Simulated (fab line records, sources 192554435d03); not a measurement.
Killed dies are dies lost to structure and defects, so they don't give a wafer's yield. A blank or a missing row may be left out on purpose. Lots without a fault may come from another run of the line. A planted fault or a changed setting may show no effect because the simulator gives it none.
A struck lot beside a sound one | flow n5_finfet | 36 steps out of a route of 1938
Sound: wafers L860.1, L860.4, L860.6. Struck: wafers L854.2, L854.5, L854.6. The cause comes at the end.
At each step with rows: each side's tool, then ch and its chambers, then its first start. Under that, the readings that differ: sound wafers | struck wafers | difference of the means | sigmas: that difference in standard deviations of wafers without a fault.
alike: readings whose means differ by less than 2 such deviations, and words and numbers that are the same on both sides. not compared: withheld readings, readings that some wafer has no value for, bounds like >300 that may hide the same value, and numbers for which the record gives no deviation and whose values overlap.
The two part at a step that has a row with sigmas, a row that says differs or no value, or rows on one side only. Numbers that don't overlap but have no deviation are shown without sigmas and don't part them. A reading that every wafer of one side lacks parts them only if that side has two wafers or more.

first, 9 steps without rows for these wafers: N5_WELL_APT_COAT_19 (resist thk 950 nm); N5_WELL_APT_EBR_21; N5_WELL_APT_SOFTBAKE_20 (time 60 s); N5_WELL_APT_EXPOSE_22 (exposes mask PWELL, defocus 0 nm, target cd 200 nm); N5_WELL_APT_PEB_23 (peb time 90 s); N5_WELL_APT_DEVELOP_24 (develop time 45 s); N5_WELL_APT_HARDBAKE_29 (time 120 s); N5_WELL_APT_DESCUM_30 (chemistry O2, time 7.9 s); N5_WELL_APT_IMPLANT_31.
N5_WELL_APT_IMPLANT_32:
  sound on implanter-02 ch 0, day 7 03:20; struck on implanter-01 ch 0, day 5 16:29
  reading            | sound                           | struck                           | difference  | sigmas
  dose_ions_cm2      | 2.0017e+13 2.003e+13 1.9988e+13 | 2.4221e+13 2.4238e+13 2.4252e+13 | +4.2253e+12 | +99 or more
  faraday_current_uA | 259 254 247                     | 310 315 300                      | +55         | +11
  alike: beam_energy_keV
then, 25 steps without rows for these wafers: N5_WELL_APT_STRIP_33 (strips in SPM, time 900 s); N5_WELL_APT_RTA_34 (time 10 s); N5_WELL_APT_OXIDE_STRIP_42 (strips SiO2 in dHF, time 45 s, target depth 12 nm); N5_WELL_APT_PRECLEAN_36 (cleans in O3/DIW, time 45 s); N5_WELL_APT_PRECLEAN_39 (cleans in dHF, time 60 s); N5_WELL_APT_SRD_37 (time 30 s); N5_WELL_APT_EPI_41 (deposits Si from SiH4/H2, target thk 50 nm, time 297.7 s); N5_PMOS_HMC_CHANNEL_EPI_HM_DEP_34 (deposits SiO2 from TEOS/O2, target thk 36 nm, time 6.9 s); N5_PMOS_HMC_CHANNEL_EPI_COAT_31 (time 60 s, resist thk 66 nm); N5_PMOS_HMC_CHANNEL_EPI_COAT_03 (resist thk 205 nm); N5_PMOS_HMC_CHANNEL_EPI_EBR_05; N5_PMOS_HMC_CHANNEL_EPI_SOFTBAKE_04 (time 60 s); N5_PMOS_HMC_CHANNEL_EPI_EXPOSE_06 (exposes mask PMOS HMC BLK, target cd 240 nm); N5_PMOS_HMC_CHANNEL_EPI_PEB_07 (peb time 60 s); N5_PMOS_HMC_CHANNEL_EPI_DEVELOP_08 (develop time 30 s); N5_PMOS_HMC_CHANNEL_EPI_DESCUM_14 (chemistry O2, time 7.9 s); N5_PMOS_HMC_CHANNEL_EPI_ETCH_32 (etches BARC in N2/H2, stops on SiO2, target depth 85.8 nm, time 50.3 s); N5_PMOS_HMC_CHANNEL_EPI_HM_OPEN_15 (chemistry CHF3/O2, target SiO2, target depth 40.6 nm, time 20.3 s); N5_PMOS_HMC_CHANNEL_EPI_STRIP_33 (strips in N2/H2); N5_PMOS_HMC_CHANNEL_EPI_STRIP_17 (strips in SPM, time 750 s); N5_PMOS_HMC_CHANNEL_EPI_ETCH_38 (etches SiO2 in CF4, target depth 1.5 nm); N5_PMOS_HMC_CHANNEL_EPI_FIN_RECESS_16 (chemistry HBr/Cl2, target Si, target depth 54 nm, time 18 s); N5_PMOS_HMC_CHANNEL_EPI_PRECLEAN_36 (cleans in O3/DIW, time 45 s); N5_PMOS_HMC_CHANNEL_EPI_PRECLEAN_18 (cleans in DHF, time 30 s); N5_PMOS_HMC_CHANNEL_EPI_SRD_19 (time 30 s).
-- the record jumps here: 7 days lie between the struck wafers' starts before and after (it left off in module PMOS_HMC_CHANNEL_EPI and takes up again in module BEOL_M4, whose first step shown is number 1111 of the route) --
N5_BEOL_M4_RC_MEAS_101:
  sound on prober-02 ch 0, day 14 04:15; struck on prober-02 ch 0, day 12 05:47
  reading | sound          | struck         | difference | sigmas
  CJ_N    | 4.39 4.41 4.35 | 4.82 4.79 4.80 | +0.42      | +7
  alike: DIBL_N, DIBL_P, IOFF_N, IOFF_P, ION_N, ION_P, SS_N, SS_P, VT_N, VT_P

WHERE THEY PART
First at N5_WELL_APT_IMPLANT_32; last, within this record, at N5_BEOL_M4_RC_MEAS_101.

WHY: what the simulator had put in
Process parameter drift: implanter-01, from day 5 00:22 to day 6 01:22, at N5_WELL_APT_IMPLANT_32. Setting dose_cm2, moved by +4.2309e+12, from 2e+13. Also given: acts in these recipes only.
